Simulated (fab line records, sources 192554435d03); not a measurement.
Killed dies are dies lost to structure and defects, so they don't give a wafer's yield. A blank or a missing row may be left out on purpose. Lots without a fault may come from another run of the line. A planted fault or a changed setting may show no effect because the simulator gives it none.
Which tool did it? | flow n5_finfet | 24 lots, 72 wafers sampled, at 6 steps of a route of 1938

WHAT THE GAUGES READ, wafer by wafer
N5_BEOL_M2_CD_MEAS_18: pitch 36 nm, target cd 18 nm. Usual: cd_nm 17.9 nm, standard deviation 0.35.
lot  | measured     | on        | cd_nm (nm)     | flag
L074 | day 6 15:53  | cd_sem-03 | 17.7 17.8 17.6 |
L075 | day 7 02:09  | cd_sem-03 | 17.9 18.5 18.1 |
L076 | day 7 05:22  | cd_sem-01 | 17.2 17.9 17.7 |
L077 | day 7 09:07  | cd_sem-01 | 17.8 17.6 18.0 |
L078 | day 7 11:20  | cd_sem-02 | 17.9 18.1 17.7 |
L079 | day 7 13:14  | cd_sem-02 | 18.0 17.9 17.5 |
L080 | day 8 00:13  | cd_sem-03 | 18.4 18.5 17.9 |
L081 | day 8 10:58  | cd_sem-01 | 18.0 18.2 17.8 |
L082 | day 8 12:53  | cd_sem-03 | 17.8 18.7 18.3 |
L083 | day 8 18:02  | cd_sem-01 | 18.0 18.1 18.2 |
L084 | day 8 22:22  | cd_sem-01 | 17.7 17.7 17.8 |
L085 | day 9 14:47  | cd_sem-03 | 18.3 18.3 17.8 |
L086 | day 9 14:58  | cd_sem-01 | 17.3 17.3 18.1 |
L087 | day 9 20:57  | cd_sem-03 | 17.9 17.8 17.5 |
L089 | day 10 02:32 | cd_sem-02 | 17.8 17.6 18.3 |
L088 | day 10 13:24 | cd_sem-03 | 17.9 17.9 18.8 |
L090 | day 10 13:43 | cd_sem-03 | 18.1 18.4 18.0 |
L091 | day 10 19:52 | cd_sem-01 | 17.5 17.9 18.3 |
L092 | day 11 00:04 | cd_sem-03 | 18.0 17.5 17.8 |
L093 | day 11 08:04 | cd_sem-02 | 17.9 17.2 17.8 |
L094 | day 12 02:47 | cd_sem-01 | 17.6 17.3 17.3 |
L097 | day 12 11:55 | cd_sem-02 | 18.4 17.4 17.6 |
L095 | day 12 11:58 | cd_sem-03 | 17.9 17.7 17.2 |
L096 | day 12 12:46 | cd_sem-03 | 18.0 17.6 18.1 |

N5_BEOL_M3_THK_MEAS_01. Usual: M3_ILD_THK 78.8 nm, standard deviation 1.
lot  | measured     | on            | M3_ILD_THK (nm) | flag
L074 | day 7 04:50  | film_metro-01 | 79.1 78.0 79.7  |
L075 | day 7 10:28  | film_metro-02 | 77.1 78.0 78.1  |
L076 | day 7 12:26  | film_metro-01 | 79.2 78.6 80.1  |
L077 | day 7 15:06  | film_metro-02 | 79.8 79.7 81.1  |
L078 | day 7 17:14  | film_metro-02 | 78.9 77.6 79.0  |
L079 | day 7 20:57  | film_metro-02 | 77.4 80.3 78.4  |
L080 | day 8 06:55  | film_metro-01 | 80.6 78.6 80.3  |
L081 | day 9 00:14  | film_metro-01 | 79.9 80.9 79.7  |
L082 | day 9 00:30  | film_metro-02 | 78.2 78.3 79.4  |
L083 | day 9 03:07  | film_metro-01 | 78.3 77.4 79.8  |
L084 | day 9 03:43  | film_metro-01 | 78.1 77.9 78.3  |
L085 | day 9 20:26  | film_metro-02 | 77.9 81.4 78.9  |
L086 | day 10 01:08 | film_metro-02 | 78.1 77.1 79.8  |
L087 | day 10 05:50 | film_metro-02 | 78.0 80.2 80.1  |
L089 | day 10 09:34 | film_metro-02 | 79.1 77.6 78.1  |
L088 | day 10 19:33 | film_metro-02 | 79.1 78.7 79.7  |
L090 | day 10 20:13 | film_metro-02 | 77.1 78.7 79.0  |
L091 | day 11 02:26 | film_metro-01 | 79.5 79.5 80.5  |
L092 | day 11 10:38 | film_metro-02 | 79.3 79.2 79.8  |
L093 | day 12 00:55 | film_metro-02 | 77.3 79.5 78.2  |
L094 | day 12 11:53 | film_metro-01 | 78.0 79.3 79.1  |
L097 | day 12 20:05 | film_metro-01 | 77.9 78.7 78.0  |
L095 | day 12 22:34 | film_metro-02 | 78.3 80.5 80.0  |
L096 | day 13 00:45 | film_metro-02 | 78.5 80.7 79.5  |

WHICH TOOL RAN EACH LOT (tool, then ch and the chambers of the sampled wafers, then the start)
lot  | N5_BEOL_M1_CO_CAP_55             | N5_BEOL_M2_DESCUM_16               | N5_BEOL_M2_ETCH_63                 | N5_BEOL_M2_ANNEAL_80
L074 | cvd_co-01 ch 0,1, day 6 14:20    | rie_diel-05 ch 0,2,3, day 6 15:28  | rie_diel-05 ch 0,2,3, day 6 15:31  | pvd_sputter-02, day 7 02:13
L075 | cvd_co-01 ch 0,1,2, day 7 00:20  | rie_diel-03 ch 0,1,2, day 7 01:43  | rie_diel-03 ch 0,1,2, day 7 01:46  | pvd_sputter-02, day 7 07:41
L076 | cvd_co-01 ch 0,1,2, day 7 02:19  | rie_diel-03 ch 0,1,3, day 7 04:56  | rie_diel-03 ch 0,1,3, day 7 04:59  | pvd_sputter-02, day 7 09:37
L077 | cvd_co-01 ch 1,2, day 7 04:58    | rie_diel-04 ch 2,3, day 7 08:41    | rie_diel-04 ch 2,3, day 7 08:44    | pvd_sputter-01, day 7 12:27
L078 | cvd_co-02 ch 0,1,2, day 7 09:10  | rie_diel-03 ch 0,1,2, day 7 10:53  | rie_diel-03 ch 0,1,2, day 7 10:56  | pvd_sputter-01, day 7 14:35
L079 | cvd_co-01 ch 1,2, day 7 11:45    | rie_diel-04 ch 1,3, day 7 12:43    | rie_diel-04 ch 1,3, day 7 12:46    | pvd_sputter-01, day 7 18:19
L080 | cvd_co-01 ch 0,1,2, day 7 21:50  | rie_diel-04 ch 1,2,3, day 7 23:47  | rie_diel-04 ch 1,2,3, day 7 23:50  | pvd_sputter-02, day 8 04:16
L081 | cvd_co-02 ch 1,2, day 8 08:55    | rie_diel-04 ch 1,3, day 8 10:16    | rie_diel-04 ch 1,3, day 8 10:19    | pvd_sputter-03, day 8 21:22
L082 | cvd_co-01 ch 0,1, day 8 11:01    | rie_diel-04 ch 0,1,3, day 8 12:26  | rie_diel-04 ch 0,1,3, day 8 12:29  | pvd_sputter-01, day 8 21:44
L083 | cvd_co-01 ch 1,2, day 8 15:26    | rie_diel-03 ch 0,1,2, day 8 17:33  | rie_diel-03 ch 0,1,2, day 8 17:36  | pvd_sputter-01, day 9 00:29
L084 | cvd_co-01 ch 0,1,2, day 8 20:35  | rie_diel-05 ch 1,2,3, day 8 21:55  | rie_diel-05 ch 1,2,3, day 8 21:58  | pvd_sputter-03, day 9 01:04
L085 | cvd_co-01 ch 0,1,2, day 9 09:44  | rie_diel-04 ch 0,1, day 9 14:20    | rie_diel-04 ch 0,1, day 9 14:23    | pvd_sputter-03, day 9 17:47
L086 | cvd_co-01 ch 0,2, day 9 12:12    | rie_diel-03 ch 0,1,3, day 9 14:31  | rie_diel-03 ch 0,1,3, day 9 14:34  | pvd_sputter-01, day 9 22:29
L087 | cvd_co-01 ch 1,2, day 9 18:43    | rie_diel-03 ch 0,1,3, day 9 20:31  | rie_diel-03 ch 0,1,3, day 9 20:34  | pvd_sputter-02, day 10 02:50
L089 | cvd_co-01 ch 0,2, day 10 00:27   | rie_diel-03 ch 0,2,3, day 10 02:05 | rie_diel-03 ch 0,2,3, day 10 02:08 | pvd_sputter-02, day 10 06:02
L088 | cvd_co-02 ch 0,2, day 10 08:04   | rie_diel-03 ch 0,2,3, day 10 12:57 | rie_diel-03 ch 0,2,3, day 10 13:00 | pvd_sputter-02, day 10 16:55
L090 | cvd_co-02 ch 1,2, day 10 10:58   | rie_diel-03 ch 0,1, day 10 13:17   | rie_diel-03 ch 0,1, day 10 13:20   | pvd_sputter-03, day 10 17:08
L091 | cvd_co-01 ch 1,2, day 10 17:08   | rie_diel-03 ch 1,2,3, day 10 19:26 | rie_diel-03 ch 1,2,3, day 10 19:29 | pvd_sputter-01, day 10 23:31
L092 | cvd_co-01 ch 0,1, day 10 22:17   | rie_diel-04 ch 2,3, day 10 23:38   | rie_diel-04 ch 2,3, day 10 23:41   | pvd_sputter-02, day 11 08:00
L093 | cvd_co-02 ch 0,1,2, day 11 05:41 | rie_diel-03 ch 0,2,3, day 11 07:38 | rie_diel-03 ch 0,2,3, day 11 07:41 | pvd_sputter-02, day 11 22:16
L094 | cvd_co-02 ch 0,2, day 12 00:37   | rie_diel-04 ch 0,1,2, day 12 02:21 | rie_diel-04 ch 0,1,2, day 12 02:24 | pvd_sputter-01, day 12 09:07
L097 | cvd_co-02 ch 0,1,2, day 12 08:08 | rie_diel-05 ch 0,1,2, day 12 11:28 | rie_diel-05 ch 0,1,2, day 12 11:31 | pvd_sputter-03, day 12 17:27
L095 | cvd_co-01 ch 0,2, day 12 08:10   | rie_diel-04 ch 0,1,3, day 12 11:31 | rie_diel-04 ch 0,1,3, day 12 11:34 | pvd_sputter-01, day 12 19:55
L096 | cvd_co-02 ch 0,1,2, day 12 11:15 | rie_diel-04 ch 0,1, day 12 12:18   | rie_diel-04 ch 0,1, day 12 12:21   | pvd_sputter-01, day 12 21:45
- N5_BEOL_M1_CO_CAP_55: material Co, precursor CCTBA/H2, target thk 2 nm, time 102.1 s.
- N5_BEOL_M2_DESCUM_16: chemistry O2, time 7 s.
- N5_BEOL_M2_ETCH_63: etches SiARC in CF4, target depth 15.6 nm, time 26 s.
- N5_BEOL_M2_ANNEAL_80: time 240 s.

WHAT THE TOOLS THEMSELVES READ (means of the sampled wafers that have a number; where no wafer has one, the mark that the record gives instead)
N5_BEOL_M1_CO_CAP_55. Usual: heater_power_w 237 W, standard deviation 30.
lot  | tool      | heater_power_w (W) | flag
L074 | cvd_co-01 | 234                |
L075 | cvd_co-01 | 231                |
L076 | cvd_co-01 | 232                |
L077 | cvd_co-01 | 241                |
L078 | cvd_co-02 | 249                |
L079 | cvd_co-01 | 228                |
L080 | cvd_co-01 | 232                |
L081 | cvd_co-02 | 220                |
L082 | cvd_co-01 | 236                |
L083 | cvd_co-01 | 229                |
L084 | cvd_co-01 | 235                |
L085 | cvd_co-01 | 233                |
L086 | cvd_co-01 | 220                |
L087 | cvd_co-01 | 245                |
L089 | cvd_co-01 | 223                |
L088 | cvd_co-02 | 250                |
L090 | cvd_co-02 | 219                |
L091 | cvd_co-01 | 245                |
L092 | cvd_co-01 | 233                |
L093 | cvd_co-02 | 249                |
L094 | cvd_co-02 | 284                |
L097 | cvd_co-02 | 247                |
L095 | cvd_co-01 | 220                |
L096 | cvd_co-02 | 242                |

N5_BEOL_M2_DESCUM_16. Usual: bias_power_w 20.01 W, standard deviation 0.059; drypump_motor_current_A 6.0 A, standard deviation 0.44; oes_product_au 0.76 a.u., standard deviation 0.09; rf_vpp_V 243.0 V, standard deviation 1.2; showerhead_plenum_p_Torr 2.09 Torr, standard deviation 0.065; throttle_valve_pct 20.38 %, standard deviation 0.27.
lot  | tool        | bias_power_w (W) | drypump_motor_current_A (A) | oes_product_au (a.u.) | rf_vpp_V (V) | showerhead_plenum_p_Torr (Torr) | throttle_valve_pct (%) | flag
L074 | rie_diel-05 | 20.04            | 6.0                         | 0.69                  | 242.4        | 2.04                            | 20.34                  |
L075 | rie_diel-03 | 20.02            | 6.0                         | 0.78                  | 242.6        | 2.10                            | 20.47                  |
L076 | rie_diel-03 | 20.00            | 5.8                         | 0.84                  | 242.8        | 2.06                            | 20.28                  |
L077 | rie_diel-04 | 19.97            | 6.3                         | 0.74                  | 242.4        | 2.04                            | 20.40                  |
L078 | rie_diel-03 | 19.97            | 6.0                         | 0.78                  | 243.0        | 2.10                            | 20.47                  |
L079 | rie_diel-04 | 20.01            | 6.1                         | 0.77                  | 242.6        | 2.07                            | 20.17                  |
L080 | rie_diel-04 | 19.98            | 6.1                         | 0.74                  | 243.3        | 2.08                            | 20.31                  |
L081 | rie_diel-04 | 20.00            | 6.1                         | 0.72                  | 243.3        | 2.11                            | 20.23                  |
L082 | rie_diel-04 | 20.05            | 6.3                         | 0.74                  | 243.1        | 2.12                            | 20.23                  |
L083 | rie_diel-03 | 19.96            | 6.0                         | 0.76                  | 243.5        | 2.09                            | 20.49                  |
L084 | rie_diel-05 | 20.03            | 5.7                         | 0.69                  | 242.6        | 2.06                            | 20.28                  |
L085 | rie_diel-04 | 19.89            | 6.3                         | 0.69                  | 243.9        | 2.16                            | 20.29                  |
L086 | rie_diel-03 | 20.00            | 5.8                         | 0.81                  | 241.6        | 2.05                            | 20.31                  |
L087 | rie_diel-03 | 20.02            | 5.8                         | 0.80                  | 242.7        | 2.05                            | 20.33                  |
L089 | rie_diel-03 | 19.94            | 5.6                         | 0.76                  | 242.8        | 2.09                            | 20.62                  |
L088 | rie_diel-03 | 20.01            | 5.6                         | 0.75                  | 242.5        | 2.09                            | 20.64                  |
L090 | rie_diel-03 | 20.01            | 6.1                         | 0.78                  | 242.3        | 2.05                            | 20.22                  |
L091 | rie_diel-03 | 20.02            | 6.0                         | 0.79                  | 242.7        | 2.07                            | 20.48                  |
L092 | rie_diel-04 | 20.03            | 6.1                         | 0.75                  | 242.4        | 2.02                            | 20.33                  |
L093 | rie_diel-03 | 19.99            | 5.6                         | 0.74                  | 242.8        | 2.08                            | 20.64                  |
L094 | rie_diel-04 | 20.01            | 6.3                         | 0.78                  | 243.4        | 2.12                            | 20.31                  |
L097 | rie_diel-05 | 20.05            | 5.6                         | 0.87                  | 245.3        | 2.18                            | 20.16                  |
L095 | rie_diel-04 | 20.02            | 6.3                         | 0.80                  | 242.8        | 2.11                            | 20.18                  |
L096 | rie_diel-04 | 20.01            | 6.3                         | 0.86                  | 243.9        | 2.16                            | 20.13                  |

N5_BEOL_M2_ETCH_63. Usual: drypump_motor_current_A 6.0 A, standard deviation 0.44; etch_rf_on_time_s 26.0 s, standard deviation 0.63; oes_product_au 0.65 a.u., standard deviation 0.078; rf_vpp_V 184.0 V, standard deviation 1.1; showerhead_plenum_p_Torr 2.14 Torr, standard deviation 0.054; throttle_valve_pct 15.60 %, standard deviation 0.28.
lot  | tool        | drypump_motor_current_A (A) | etch_rf_on_time_s (s) | oes_product_au (a.u.) | rf_vpp_V (V) | showerhead_plenum_p_Torr (Torr) | throttle_valve_pct (%) | flag
L074 | rie_diel-05 | 6.0                         | 25.9                  | 0.60                  | 184.2        | 2.09                            | 15.59                  |
L075 | rie_diel-03 | 5.9                         | 25.6                  | 0.67                  | 183.5        | 2.15                            | 15.66                  |
L076 | rie_diel-03 | 5.8                         | 25.1                  | 0.73                  | 182.6        | 2.12                            | 15.52                  |
L077 | rie_diel-04 | 6.3                         | 26.6                  | 0.63                  | 184.0        | 2.10                            | 15.71                  |
L078 | rie_diel-03 | 5.9                         | 25.9                  | 0.66                  | 184.6        | 2.15                            | 15.69                  |
L079 | rie_diel-04 | 6.1                         | 25.9                  | 0.66                  | 183.6        | 2.11                            | 15.38                  |
L080 | rie_diel-04 | 6.2                         | 25.8                  | 0.63                  | 184.0        | 2.12                            | 15.58                  |
L081 | rie_diel-04 | 6.1                         | 25.8                  | 0.62                  | 184.3        | 2.15                            | 15.42                  |
L082 | rie_diel-04 | 6.3                         | 26.3                  | 0.62                  | 183.5        | 2.16                            | 15.43                  |
L083 | rie_diel-03 | 6.0                         | 25.6                  | 0.65                  | 182.9        | 2.14                            | 15.71                  |
L084 | rie_diel-05 | 5.7                         | 26.2                  | 0.60                  | 184.2        | 2.12                            | 15.61                  |
L085 | rie_diel-04 | 6.3                         | 26.1                  | 0.59                  | 184.9        | 2.19                            | 15.47                  |
L086 | rie_diel-03 | 5.8                         | 25.6                  | 0.70                  | 183.6        | 2.11                            | 15.56                  |
L087 | rie_diel-03 | 5.8                         | 25.8                  | 0.69                  | 183.3        | 2.11                            | 15.57                  |
L089 | rie_diel-03 | 5.6                         | 26.2                  | 0.64                  | 183.8        | 2.14                            | 15.83                  |
L088 | rie_diel-03 | 5.6                         | 26.0                  | 0.64                  | 183.5        | 2.14                            | 15.84                  |
L090 | rie_diel-03 | 6.2                         | 25.6                  | 0.68                  | 183.7        | 2.10                            | 15.47                  |
L091 | rie_diel-03 | 6.0                         | 25.6                  | 0.68                  | 183.7        | 2.13                            | 15.71                  |
L092 | rie_diel-04 | 6.2                         | 25.9                  | 0.64                  | 184.0        | 2.07                            | 15.60                  |
L093 | rie_diel-03 | 5.6                         | 26.4                  | 0.63                  | 184.5        | 2.14                            | 15.85                  |
L094 | rie_diel-04 | 6.3                         | 26.1                  | 0.67                  | 184.9        | 2.16                            | 15.51                  |
L097 | rie_diel-05 | 5.6                         | 26.0                  | 0.74                  | 185.6        | 2.22                            | 15.35                  |
L095 | rie_diel-04 | 6.2                         | 26.0                  | 0.69                  | 184.2        | 2.15                            | 15.33                  |
L096 | rie_diel-04 | 6.3                         | 26.0                  | 0.74                  | 184.6        | 2.19                            | 15.19                  |

N5_BEOL_M2_ANNEAL_80. Usual: heater_power_w 820 W, standard deviation 61.
lot  | tool           | heater_power_w (W) | flag
L074 | pvd_sputter-02 | 800                |
L075 | pvd_sputter-02 | 807                |
L076 | pvd_sputter-02 | 793                |
L077 | pvd_sputter-01 | 855                |
L078 | pvd_sputter-01 | 813                |
L079 | pvd_sputter-01 | 834                |
L080 | pvd_sputter-02 | 845                |
L081 | pvd_sputter-03 | 922                |
L082 | pvd_sputter-01 | 828                |
L083 | pvd_sputter-01 | 835                |
L084 | pvd_sputter-03 | 871                |
L085 | pvd_sputter-03 | 932                |
L086 | pvd_sputter-01 | 837                |
L087 | pvd_sputter-02 | 769                |
L089 | pvd_sputter-02 | 803                |
L088 | pvd_sputter-02 | 805                |
L090 | pvd_sputter-03 | 839                |
L091 | pvd_sputter-01 | 819                |
L092 | pvd_sputter-02 | 777                |
L093 | pvd_sputter-02 | 762                |
L094 | pvd_sputter-01 | 813                |
L097 | pvd_sputter-03 | 855                |
L095 | pvd_sputter-01 | 785                |
L096 | pvd_sputter-01 | 811                |

THE ANSWER, worked out from the rows above alone
Rule: a lot is off if the mean of its wafers that have a number lies more than 3 standard deviations from the usual mean. A lot without any number at a reading at which 4 lots or more have one is off too. The other lots that the step has rows for count as sound. The gauges are gone through in route order, then the tools' own readings, and for those a lot's mean is taken as printed above. The first step at which some lot is off is used, and at that step the reading that is off furthest; a lot without a number counts as furthest.
No lot is off at any reading shown: from this, nothing can be told.

WHAT THE SIMULATOR HAD PUT IN
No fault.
